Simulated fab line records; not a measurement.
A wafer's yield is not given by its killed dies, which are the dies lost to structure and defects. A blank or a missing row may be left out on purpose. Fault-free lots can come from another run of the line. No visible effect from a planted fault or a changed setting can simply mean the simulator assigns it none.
fab line records ; flow nand-harc
[record] lots = 12; wafers = 36; last-day = 23
route steps=1159 shown A_BLC@988 A_M0@1006 A_M1@1038 END@1159
lots untouched by any fault: they come from a run of this same line in which no faults occurred
start-h: hours from the record's opening day to when the first of the lot's shown wafers began ; wait-h: how many hours have passed since the lot's step before this one ; " repeats the value in the row above ; L1.1+2: one row covering several wafers at once ; - no value present, or no start provided ; * or withheld: withheld ; < > ~ a bound
route shown NAME@n: a module of which the file shows steps, and the number in the route of the first ; usual: mean/standard deviation of fault-free wafers ; same: alike in all rows ; chamber/n: place in a boat ; sites: each site's reading ; _std_site: standard deviation across them ; _edge_site: the outer-site mean with the inner-site mean subtracted ; radius-mm: for every site, how far away it sits from the centre of the wafer ; mask NAME#n: copy n ; behind: the tool/chamber that last shaped the wafer ; hold: cause of the lot's hold/its duration in hours/its outcome ; device: transistor that didn't switch, given as n, p or np ; end of line: the route-end tests of the same wafers ; a step with no rows: only its recipe ; killed: dies that structure and defects cost at the first sort, which is not the same as the wafer's yield ; map: the dies of a wafer, with x for killed, . for not killed, _ for no die there
set.NAME: the setting as run; set.NAME@STEP: as run at that earlier step ; model.NAME: the simulator's own value behind a step, which no gauge read
a sample of lots followed through the steps of the route, with each step as a table and each wafer as a row
services: from which hour (start-h, from the record's first day; less than 0 if before it) a tool's chamber was out of use, for how many hours, and why
[[steps]]
[step NHARC_A_BLC_ALD_23]
[recipe] target-thk-a = 30; pulse-time-s = 1; ald-cycles = 150; temp-c = 450; material = TiN
[usual] heater-power-w = 1099/110; precursor-pulse-height-rel = 0.998/0.021
lot.wafer;tool;chamber;start-h;wait-h;heater-power-w;precursor-pulse-height-rel
L467.1;ald-metal-01;3;396.00;-;1249;0.980
L467.3;ald-metal-01;2;396.00;-;1160;0.952
L467.6;ald-metal-01;3;396.00;-;1288;0.985
L470.3;ald-metal-02;2;403.20;-;1133;0.988
L470.2;ald-metal-02;0;403.20;-;1197;1.023
L470.5;ald-metal-02;2;403.20;-;1106;0.985
L469.2;ald-metal-01;2;404.48;-;1147;0.992
L469.3;ald-metal-01;1;404.48;-;1024;1.020
L469.5;ald-metal-01;2;404.48;-;1174;0.962
L471.3;ald-metal-02;1;407.83;-;935;1.010
L471.4;ald-metal-02;2;407.83;-;1157;0.961
L471.5;ald-metal-02;1;407.83;-;925;1.025
L472.1;ald-metal-02;0;421.88;-;1260;0.974
L472.4;ald-metal-02;2;421.88;-;1151;0.950
L472.6;ald-metal-02;3;421.88;-;1102;1.009
L475.3;ald-metal-01;3;451.10;-;1280;1.006
L475.4;ald-metal-01;0;451.10;-;1051;0.995
L475.1;ald-metal-01;1;451.10;-;1034;1.027
L477.1;ald-metal-01;1;454.65;-;1043;1.009
L477.3;ald-metal-01;3;454.65;-;1292;1.036
L477.6;ald-metal-01;1;454.65;-;1053;1.013
L478.3;ald-metal-04;3;469.47;-;1213;1.002
L478.4;ald-metal-04;1;469.47;-;953;0.959
L478.6;ald-metal-04;3;469.47;-;1222;0.995
L480.1;ald-metal-02;2;474.41;-;1159;0.974
L480.3;ald-metal-02;0;474.41;-;1243;0.998
L480.5;ald-metal-02;2;474.41;-;1137;1.006
L481.4;ald-metal-01;0;475.74;-;1026;0.992
L481.2;ald-metal-01;1;475.74;-;1090;0.970
L481.6;ald-metal-01;2;475.74;-;1132;0.971
L483.2;ald-metal-01;3;496.02;-;1183;1.000
L483.3;ald-metal-01;0;496.02;-;1014;1.010
L483.4;ald-metal-01;2;496.02;-;1158;0.994
L484.4;ald-metal-01;3;506.36;-;1202;1.002
L484.3;ald-metal-01;0;506.36;-;1018;1.015
L484.5;ald-metal-01;0;506.36;-;1000;1.025
[step NHARC_A_M0_INSPECT_11]
[usual] raw-defect-count = 33/14
lot.wafer;tool;chamber;start-h;wait-h;raw-defect-count
L467.1;defect-inspect-01;-;401.03;0.0;22
L467.3;defect-inspect-01;-;401.03;0.0;29
L467.6;defect-inspect-01;-;401.03;0.0;22
L470.2;defect-inspect-01;-;405.33;0.0;29
L470.3;defect-inspect-01;-;405.33;0.0;47
L470.5;defect-inspect-01;-;405.33;0.0;40
L469.2;defect-inspect-02;-;406.64;0.0;26
L469.3;defect-inspect-02;-;406.64;0.0;19
L469.5;defect-inspect-02;-;406.64;0.0;25
L471.3;defect-inspect-01;-;410.30;0.0;25
L471.4;defect-inspect-01;-;410.30;0.0;12
L471.5;defect-inspect-01;-;410.30;0.0;18
L472.1;defect-inspect-01;-;425.13;0.0;41
L472.4;defect-inspect-01;-;425.13;0.0;37
L472.6;defect-inspect-01;-;425.13;0.0;46
L475.1;defect-inspect-02;-;453.27;0.0;54
L475.3;defect-inspect-02;-;453.27;0.0;33
L475.4;defect-inspect-02;-;453.27;0.0;47
L477.1;defect-inspect-01;-;456.80;0.0;33
L477.3;defect-inspect-01;-;456.80;0.0;35
L477.6;defect-inspect-01;-;456.80;0.0;31
L478.3;defect-inspect-02;-;473.42;0.0;13
L478.4;defect-inspect-02;-;473.42;0.0;14
L478.6;defect-inspect-02;-;473.42;0.0;14
L480.1;defect-inspect-02;-;476.42;0.0;42
L480.3;defect-inspect-02;-;476.42;0.0;35
L480.5;defect-inspect-02;-;476.42;0.0;42
L481.2;defect-inspect-01;-;478.93;0.0;55
L481.4;defect-inspect-01;-;478.93;0.0;61
L481.6;defect-inspect-01;-;478.93;0.0;55
L483.2;defect-inspect-01;-;503.90;0.0;36
L483.3;defect-inspect-01;-;503.90;0.0;38
L483.4;defect-inspect-01;-;503.90;0.0;48
L484.3;defect-inspect-01;-;508.40;0.0;21
L484.4;defect-inspect-01;-;508.40;0.0;16
L484.5;defect-inspect-01;-;508.40;0.0;17
[step NHARC_A_M0_PRE_CLEAN_31]
[recipe] time-s = 12; temp-c = 370; rf-power-w = 300; gas = NH3
[usual] heater-power-w = 672/86; rf-fwd-power-W = 292.5/0.83
lot.wafer;tool;chamber;start-h;wait-h;heater-power-w;rf-fwd-power-W
L467.3;pecvd-02;0;403.71;0.1;541;293.2
L467.1;pecvd-02;2;403.71;0.1;573;291.4
L467.6;pecvd-02;2;403.71;0.1;580;292.7
L470.3;pecvd-02;0;408.05;0.1;556;292.7
L470.2;pecvd-02;1;408.05;0.1;649;292.1
L470.5;pecvd-02;0;408.05;0.1;569;292.6
L469.2;pecvd-04;1;409.61;0.3;768;293.0
L469.3;pecvd-04;2;409.61;0.3;784;292.6
L469.5;pecvd-04;0;409.61;0.3;669;292.5
L471.3;pecvd-02;1;413.16;0.1;647;294.1
L471.4;pecvd-02;2;413.16;0.1;624;294.4
L471.5;pecvd-02;0;413.16;0.1;535;293.0
L472.1;pecvd-04;0;427.82;0.1;783;292.6
L472.4;pecvd-04;1;427.82;0.1;739;292.5
L472.6;pecvd-04;0;427.82;0.1;785;291.5
L475.3;pecvd-04;0;455.90;0.1;799;291.4
L475.1;pecvd-04;1;455.90;0.1;757;293.7
L475.4;pecvd-04;1;455.90;0.1;732;293.2
L477.1;pecvd-03;0;459.76;0.1;556;293.3
L477.3;pecvd-03;1;459.76;0.1;756;292.5
L477.6;pecvd-03;2;459.76;0.1;727;291.6
L478.3;pecvd-04;0;476.05;0.1;716;292.0
L478.6;pecvd-04;2;476.05;0.1;765;291.8
L478.4;pecvd-04;0;476.05;0.1;737;291.7
L480.1;pecvd-04;1;479.07;0.1;755;291.8
L480.3;pecvd-04;2;479.07;0.1;801;292.7
L480.5;pecvd-04;2;479.07;0.1;778;292.8
L481.2;pecvd-04;2;481.58;0.1;790;292.5
L481.4;pecvd-04;1;481.58;0.1;708;292.2
L481.6;pecvd-04;2;481.58;0.1;768;293.5
L483.2;pecvd-02;0;506.53;0.1;528;292.8
L483.3;pecvd-02;2;506.53;0.1;631;291.2
L483.4;pecvd-02;0;506.53;0.1;515;293.6
L484.3;pecvd-04;1;511.28;0.1;727;291.1
L484.5;pecvd-04;1;511.28;0.1;728;290.9
L484.4;pecvd-04;2;511.28;0.1;786;290.7
[step NHARC_A_M1_INSPECT_11]
[usual] raw-defect-count = 33/14
lot.wafer;tool;chamber;start-h;wait-h;raw-defect-count
L467.1;defect-inspect-01;-;405.06;0.0;23
L467.3;defect-inspect-01;-;405.06;0.0;27
L467.6;defect-inspect-01;-;405.06;0.0;22
L470.2;defect-inspect-02;-;409.49;0.0;28
L470.3;defect-inspect-02;-;409.49;0.0;43
L470.5;defect-inspect-02;-;409.49;0.0;39
L469.2;defect-inspect-02;-;411.07;0.0;27
L469.3;defect-inspect-02;-;411.07;0.0;20
L469.5;defect-inspect-02;-;411.07;0.0;27
L471.3;defect-inspect-01;-;414.47;0.0;23
L471.4;defect-inspect-01;-;414.47;0.0;15
L471.5;defect-inspect-01;-;414.47;0.0;15
L472.1;defect-inspect-01;-;429.26;0.0;39
L472.4;defect-inspect-01;-;429.26;0.0;37
L472.6;defect-inspect-01;-;429.26;0.0;42
L475.1;defect-inspect-01;-;457.36;0.0;52
L475.3;defect-inspect-01;-;457.36;0.0;33
L475.4;defect-inspect-01;-;457.36;0.0;49
L477.1;defect-inspect-01;-;461.08;0.0;34
L477.3;defect-inspect-01;-;461.08;0.0;32
L477.6;defect-inspect-01;-;461.08;0.0;30
L478.3;defect-inspect-01;-;478.19;0.0;15
L478.4;defect-inspect-01;-;478.19;0.0;16
L478.6;defect-inspect-01;-;478.19;0.0;13
L480.1;defect-inspect-02;-;480.52;0.0;40
L480.3;defect-inspect-02;-;480.52;0.0;38
L480.5;defect-inspect-02;-;480.52;0.0;43
L481.2;defect-inspect-01;-;482.99;0.0;549
L481.4;defect-inspect-01;-;482.99;0.0;505
L481.6;defect-inspect-01;-;482.99;0.0;528
L483.2;defect-inspect-02;-;507.84;0.0;34
L483.3;defect-inspect-02;-;507.84;0.0;41
L483.4;defect-inspect-02;-;507.84;0.0;47
L484.3;defect-inspect-02;-;512.69;0.0;519
L484.4;defect-inspect-02;-;512.69;0.0;501
L484.5;defect-inspect-02;-;512.69;0.0;506
[step NHARC_A_M1_PRE_CLEAN_32]
[recipe] time-s = 12; temp-c = 370; rf-power-w = 300; gas = NH3
[usual] heater-power-w = 677/73; rf-fwd-power-W = 292.6/0.94
lot.wafer;tool;chamber;start-h;wait-h;heater-power-w;rf-fwd-power-W
L467.3;pecvd-04;2;407.89;0.1;780;292.0
L467.1;pecvd-04;1;407.89;0.1;732;292.4
L467.6;pecvd-04;1;407.89;0.1;718;294.3
L470.3;pecvd-03;0;412.36;0.1;602;292.6
L470.2;pecvd-03;1;412.36;0.1;756;289.9
L470.5;pecvd-03;2;412.36;0.1;733;292.5
L469.3;pecvd-02;2;414.01;0.1;616;292.5
L469.2;pecvd-02;1;414.01;0.1;691;290.8
L469.5;pecvd-02;2;414.01;0.1;616;292.5
L471.3;pecvd-03;2;417.26;0.1;741;292.3
L471.4;pecvd-03;0;417.26;0.1;568;293.0
L471.5;pecvd-03;1;417.26;0.1;799;292.1
L472.1;pecvd-04;1;432.00;0.1;668;294.0
L472.4;pecvd-04;2;432.00;0.1;690;291.6
L472.6;pecvd-04;0;432.00;0.1;711;291.7
L475.3;pecvd-02;0;460.11;0.1;559;293.1
L475.1;pecvd-02;1;460.11;0.1;673;292.4
L475.4;pecvd-02;0;460.11;0.1;556;292.9
L477.3;pecvd-02;1;463.81;0.1;623;293.0
L477.1;pecvd-02;2;463.81;0.1;619;292.9
L477.6;pecvd-02;1;463.81;0.1;630;291.6
L478.3;pecvd-02;0;480.89;0.1;605;292.8
L478.6;pecvd-02;1;480.89;0.1;708;291.7
L478.4;pecvd-02;2;480.89;0.1;612;293.0
L480.3;pecvd-02;1;483.25;0.1;688;292.2
L480.1;pecvd-02;2;483.25;0.1;553;292.9
L480.5;pecvd-02;2;483.25;0.1;533;292.8
L481.2;pecvd-04;1;485.92;0.3;633;292.4
L481.6;pecvd-04;1;485.92;0.3;650;292.6
L481.4;pecvd-04;0;485.92;0.3;682;292.1
L483.2;pecvd-02;0;510.64;0.1;602;294.1
L483.3;pecvd-02;1;510.64;0.1;678;293.9
L483.4;pecvd-02;0;510.64;0.1;602;294.0
L484.3;pecvd-04;1;515.55;0.1;726;292.1
L484.5;pecvd-04;1;515.55;0.1;719;291.4
L484.4;pecvd-04;2;515.55;0.1;779;292.9
[step NHARC_END_SORT_01]
[recipe] temp-c = 25
[usual] defect-limited-yield = 95.2/1.6; killed-at-array = 29/11; killed-at-other = 0.6/0.75; killed-at-periphery = 3.1/2.1; killed-dies = 32/11; killed-open = 3.0/1.8; killed-short = 1.8/1.3; sort_bin_2_pct = 1.5/0.7; sort_bin_3_pct = 0.26/0.22; sort_bin_4_pct = 3.0/1; sort-n-pass = 645/11; sort-rim-yield-pct = 94.9/3; sort-yield-pct = 95.2/1.6
[same] gross-dies = 677; sort_bin_5_pct[%] = 0; sort_bin_6_pct[%] = 0; sort_bin_7_pct[%] = 0; sort_bin_8_pct[%] = 0; sort-rim-n-gross = 106.00
lot.wafer;tool;chamber;start-h;wait-h;defect-limited-yield[%];killed-at-array;killed-at-other;killed-at-periphery;killed-dies;killed-open;killed-short;sort_bin_2_pct[%];sort_bin_3_pct[%];sort_bin_4_pct[%];sort-n-pass;sort-rim-yield-pct[%];sort-yield-pct[%]
L478.3;prober-02;0;516.42;3.1;97.2;16;0;3;19;5;2;0.4;0;2.4;658;99.1;97.2
L478.4;prober-02;0;517.23;3.4;97.9;13;0;1;14;0;1;0.3;0.30;1.5;663;99.1;97.9
L478.6;prober-02;0;518.85;4.1;97.8;12;0;3;15;4;2;0.4;0;1.8;662;97.2;97.8
L481.2;prober-01;0;531.23;2.8;79.9;135;0;1;136;1;2;8.9;3.84;7.4;541;88.7;79.9
L481.4;prober-01;0;532.82;3.4;82.1;118;0;3;121;5;2;7.2;3.40;7.2;556;89.6;82.1
L481.6;prober-01;0;534.42;4.0;79.9;135;1;0;136;1;3;7.4;3.99;8.7;541;97.2;79.9
L484.3;prober-01;0;549.39;3.1;84.5;105;0;0;105;4;2;5.8;3.25;6.5;572;97.2;84.5
L484.4;prober-01;0;550.18;3.4;84.6;99;1;4;104;11;0;6.6;2.66;6.1;573;98.1;84.6
L484.5;prober-01;0;550.97;3.7;85.1;98;0;3;101;5;1;5.0;4.14;5.8;576;95.3;85.1
// killed by level:class
L478.3 A_CHANNEL_HOLE_D1:chamber-film-flake=5 A_STAIRCASE:chamber-film-flake=5 P_M0:geometric-particle:open=2 P_M2:geometric-particle:open=1 A_CHANNEL_FILL_D1:geometric-particle:short=1 A_SGD_CUT:geometric-particle:open=1 A_CONTACT:geometric-particle:open=1 A_BLC:geometric-particle:short=1
L478.4 A_CHANNEL_HOLE_D1:chamber-film-flake=5 A_STAIRCASE:chamber-film-flake=5 A_ONON_D1:geometric-particle:short=1 P_BONDPAD:chamber-film-flake=1 A_CONTACT:chamber-film-flake=1 A_BLC:chamber-film-flake=1
L478.6 A_STAIRCASE:chamber-film-flake=4 A_CHANNEL_HOLE_D1:chamber-film-flake=3 A_CHANNEL_FILL_D1:geometric-particle:short=2 P_GATE:geometric-particle:open=1 P_CONTACT:geometric-particle:open=1 P_M0:geometric-particle:open=1 A_CONTACT:geometric-particle:open=1 A_ZERO_WELL:chamber-film-flake=1
L481.2 A_M0:unspecified=87 A_CHANNEL_HOLE_D1:chamber-film-flake=18 A_SLIT:chamber-film-flake=18 A_STAIRCASE:chamber-film-flake=4 A_ONON_D1:geometric-particle:short=2 A_BONDPAD:chamber-film-flake=2 P_M0:geometric-particle:open=1 A_ZERO_WELL:chamber-film-flake=1
L481.4 A_M0:unspecified=85 A_SLIT:chamber-film-flake=13 A_CHANNEL_HOLE_D1:chamber-film-flake=8 A_BLC:chamber-film-flake=5 A_STAIRCASE:chamber-film-flake=3 P_M0:geometric-particle:open=2 P_GATE:geometric-particle:open=1 A_CHANNEL_HOLE_D1:geometric-particle:short=1
L481.6 A_M0:unspecified=85 A_CHANNEL_HOLE_D1:chamber-film-flake=18 A_SLIT:chamber-film-flake=18 A_BONDPAD:chamber-film-flake=4 A_BLC:chamber-film-flake=3 A_CHANNEL_FILL_D1:geometric-particle:short=1 A_WL_FILL:geometric-particle:short=1 A_BLC:geometric-particle:open=1
L484.3 A_M0:unspecified=81 A_CHANNEL_HOLE_D1:chamber-film-flake=11 A_STAIRCASE:chamber-film-flake=5 A_CHANNEL_FILL_D1:geometric-particle:open=3 A_CONTACT:chamber-film-flake=2 A_CHANNEL_FILL_D1:geometric-particle:short=1 A_CONTACT:geometric-particle:open=1 A_M1:geometric-particle:short=1
L484.4 A_M0:unspecified=78 A_CONTACT:chamber-film-flake=5 A_CHANNEL_HOLE_D1:chamber-film-flake=4 P_CONTACT:geometric-particle:open=3 A_STAIRCASE:chamber-film-flake=3 A_CONTACT:geometric-particle:open=2 P_GATE:geometric-particle:open=1 A_SOURCE_PLATE:geometric-particle:open=1
L484.5 A_M0:unspecified=84 A_CHANNEL_HOLE_D1:chamber-film-flake=7 P_CONTACT:geometric-particle:open=3 A_STAIRCASE:chamber-film-flake=2 A_CONTACT:chamber-film-flake=2 A_CHANNEL_FILL_D1:geometric-particle:short=1 A_CONTACT:geometric-particle:open=1 A_BLC:geometric-particle:open=1
[[services]]
tool;chamber;start-h;hours;kind
pecvd-04;-;376.00;13.0;pm
pecvd-04;0;376.00;13.0;vent-cycle
pecvd-04;1;376.00;13.0;vent-cycle
pecvd-04;2;376.00;13.0;vent-cycle
pecvd-04;0;389.00;-;clean
pecvd-04;1;389.00;-;clean
pecvd-04;2;389.00;-;clean
ald-metal-04;-;406.00;10.0;pm
ald-metal-02;-;409.95;1.1;repair
ald-metal-01;-;458.00;10.0;pm
ald-metal-01;0;458.00;10.0;vent-cycle
ald-metal-01;1;458.00;10.0;vent-cycle
ald-metal-01;2;458.00;10.0;vent-cycle
ald-metal-01;3;458.00;10.0;vent-cycle
ald-metal-02;0;462.33;9.5;repair
pecvd-03;-;466.24;0.9;repair
ald-metal-01;0;468.00;-;clean
ald-metal-01;1;468.00;-;clean
ald-metal-01;2;468.00;-;clean
pecvd-03;-;473.43;13.0;pm
pecvd-02;-;515.44;13.0;pm
pecvd-02;0;515.44;13.0;vent-cycle
pecvd-02;1;515.44;13.0;vent-cycle
pecvd-02;2;515.44;13.0;vent-cycle
[[key]]
[first-sign] step = NHARC_A_M1_INSPECT_11; reading = raw-defect-count; direction = up; sigmas = 34; usual = 33; struck = 518
[effect] step = NHARC_END_SORT_01; reading = killed-at-array; direction = up; sigmas = 8; usual = 29; struck = 115
[more-kills-born-at] NHARC_A_M0_PRE_CLEAN_31@pecvd-04 = 500
met-at NHARC_A_M0_PRE_CLEAN_31
struck-lots L481,L484
not-acting-at NHARC_A_BLC_ALD_23,NHARC_A_M0_INSPECT_11,NHARC_A_M1_PRE_CLEAN_32
onset-between 479.07 481.58
[fault] kind = chamber-particle-source; tool = pecvd-04; chamber = -; onset-h = 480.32; steps = NHARC_A_M0_PRE_CLEAN_31; rate-per-visit-cm2 = 0.72955; end-h = 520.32
